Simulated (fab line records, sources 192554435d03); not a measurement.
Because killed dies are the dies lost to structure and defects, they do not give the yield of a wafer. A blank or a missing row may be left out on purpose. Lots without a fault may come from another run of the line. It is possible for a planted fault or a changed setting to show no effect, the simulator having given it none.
Split-lot study / flow n5Finfet / 7 lots, 21 wafers read, on a route of 1938 steps

## ON THE SPLIT
At N5_BEOL_M0_SAQP_EXPOSE_37 (exposes mask M0 CUT1, target cd 30 nm), the setting doseMj was moved away from the recipe's 44.75 on 6 of the 21 wafers read, by -4.9% to +6.0%. The other wafers ran this setting at the recipe's value.

## FROM THE SPLIT TO THE READING: what the file shows between them, 2 steps
- N5_BEOL_M0_SAQP_PEB_38: peb time 60 s
- N5_BEOL_M0_SAQP_DEVELOP_39: develop time 30 s

## THE READING
At N5_BEOL_M0_SAQP_CD_MEAS_40: cdNm in nanometres, against a target cd of 30 nm. Typical for fault-free wafers on this fab line: 29.99 nm, with standard deviation 0.24 nm.

wafer=L078.1; tool, chamber at the split=euvScanner-01, 0; doseMj as run=47.26; against the recipe=+5.6%; cdNm, nm=31.61; against lot-mates on the recipe=+1.38
wafer=L078.2; tool, chamber at the split=euvScanner-01, 0; doseMj as run=44.75; against the recipe=recipe; cdNm, nm=30.18; against lot-mates on the recipe=-
wafer=L078.6; tool, chamber at the split=euvScanner-01, 0; doseMj as run=44.75; against the recipe=recipe; cdNm, nm=30.28; against lot-mates on the recipe=-
wafer=L079.4; tool, chamber at the split=euvScanner-01, 0; doseMj as run=47.41; against the recipe=+5.9%; cdNm, nm=31.30; against lot-mates on the recipe=+1.04
wafer=L079.5; tool, chamber at the split=euvScanner-01, 0; doseMj as run=44.75; against the recipe=recipe; cdNm, nm=30.26; against lot-mates on the recipe=-
wafer=L079.6; tool, chamber at the split=euvScanner-01, 0; doseMj as run=47.41; against the recipe=+5.9%; cdNm, nm=31.11; against lot-mates on the recipe=+0.85
wafer=L082.2; tool, chamber at the split=euvScanner-02, 0; doseMj as run=44.75; against the recipe=recipe; cdNm, nm=29.92; against lot-mates on the recipe=-
wafer=L082.4; tool, chamber at the split=euvScanner-02, 0; doseMj as run=44.75; against the recipe=recipe; cdNm, nm=30.06; against lot-mates on the recipe=-
wafer=L082.6; tool, chamber at the split=euvScanner-02, 0; doseMj as run=44.75; against the recipe=recipe; cdNm, nm=30.26; against lot-mates on the recipe=-
wafer=L088.2; tool, chamber at the split=euvScanner-02, 0; doseMj as run=44.75; against the recipe=recipe; cdNm, nm=29.59; against lot-mates on the recipe=-
wafer=L088.5; tool, chamber at the split=euvScanner-02, 0; doseMj as run=47.32; against the recipe=+5.7%; cdNm, nm=31.21; against lot-mates on the recipe=+1.41
wafer=L088.6; tool, chamber at the split=euvScanner-02, 0; doseMj as run=44.75; against the recipe=recipe; cdNm, nm=30.01; against lot-mates on the recipe=-
wafer=L090.2; tool, chamber at the split=euvScanner-01, 0; doseMj as run=44.75; against the recipe=recipe; cdNm, nm=30.15; against lot-mates on the recipe=-
wafer=L090.3; tool, chamber at the split=euvScanner-01, 0; doseMj as run=42.57; against the recipe=-4.9%; cdNm, nm=29.07; against lot-mates on the recipe=-0.92
wafer=L090.6; tool, chamber at the split=euvScanner-01, 0; doseMj as run=44.75; against the recipe=recipe; cdNm, nm=29.83; against lot-mates on the recipe=-
wafer=L092.1; tool, chamber at the split=euvScanner-02, 0; doseMj as run=44.75; against the recipe=recipe; cdNm, nm=29.84; against lot-mates on the recipe=-
wafer=L092.5; tool, chamber at the split=euvScanner-02, 0; doseMj as run=44.75; against the recipe=recipe; cdNm, nm=29.82; against lot-mates on the recipe=-
wafer=L092.6; tool, chamber at the split=euvScanner-02, 0; doseMj as run=47.44; against the recipe=+6.0%; cdNm, nm=31.23; against lot-mates on the recipe=+1.40
wafer=L094.3; tool, chamber at the split=euvScanner-02, 0; doseMj as run=44.75; against the recipe=recipe; cdNm, nm=29.88; against lot-mates on the recipe=-
wafer=L094.5; tool, chamber at the split=euvScanner-02, 0; doseMj as run=44.75; against the recipe=recipe; cdNm, nm=29.87; against lot-mates on the recipe=-
wafer=L094.6; tool, chamber at the split=euvScanner-02, 0; doseMj as run=44.75; against the recipe=recipe; cdNm, nm=30.09; against lot-mates on the recipe=-

THE FIT
A straight line over all 21 wafers: cdNm changes by +0.215 nm for each +1% of doseMj; r = +0.95; the points scatter about the line by 0.2 nm.
The same after taking each lot's own level away (the mean of its wafers on the recipe; 21 wafers): +0.204 nm for each +1%; r = +0.96; scatter 0.17 nm.
On that fit, the largest move of doseMj shifts the reading by 1.2 nm.
The span of the lots' own levels, 29.800 to 30.260 nm, comes to 1.9 times the standard deviation stated above.
Hence the lot-to-lot level has little effect on the slope; both slopes agree.
Check: for one of the wafers moved furthest among these (+6.0%), held out of the fit, the line's prediction against its lot-mates is +1.2 nm. Against them it came out at +1.4 nm.

## ADDITIONAL SPLITS CARRIED BY THESE WAFERS
Other splits were also applied to these wafers ahead of the reading. Each is held against what the fit with the lots' levels taken away leaves over:
other split on the same wafers=N5_MOL_CONTACT_COAG_ALD_133 aldCycles; wafers away from the commonest value=5; r with cdNm (lot level and that fit taken away)=+0.21

## THE WHOLE CHAIN: every reading that the file lists as answering this split, in the file's order
step=N5_BEOL_M0_SAQP_CD_MEAS_40; what it does=target cd 30 nm; reading=cdNm; change (the file's fit)=+0.215 nm for each +1% of the setting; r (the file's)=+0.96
step=N5_BEOL_M0_SAQP_DESCUM_45; what it does=chemistry O2, time 7 s; reading=BEOL_M0_SAQP.cdNm (the simulator's own value, which no gauge read); change (the file's fit)=+0.209 nm for each +1% of the setting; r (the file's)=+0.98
step=N5_BEOL_M0_SAQP_ETCH_88; what it does=etches underlayer in N2/H2, target depth 6.5 nm, time 5.2 s; reading=BEOL_M0_SAQP.cdNm (the simulator's own value, which no gauge read); change (the file's fit)=+0.219 nm for each +1% of the setting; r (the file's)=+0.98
step=N5_BEOL_M0_SAQP_ETCH_73; what it does=etches SiARC in CF4, target depth 19.5 nm, time 32.5 s; reading=BEOL_M0_SAQP.cdNm (the simulator's own value, which no gauge read); change (the file's fit)=+0.227 nm for each +1% of the setting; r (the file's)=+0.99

## FILE'S OWN FIT
cdNm changes by +0.215 nm for each +1% of doseMj, r = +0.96.
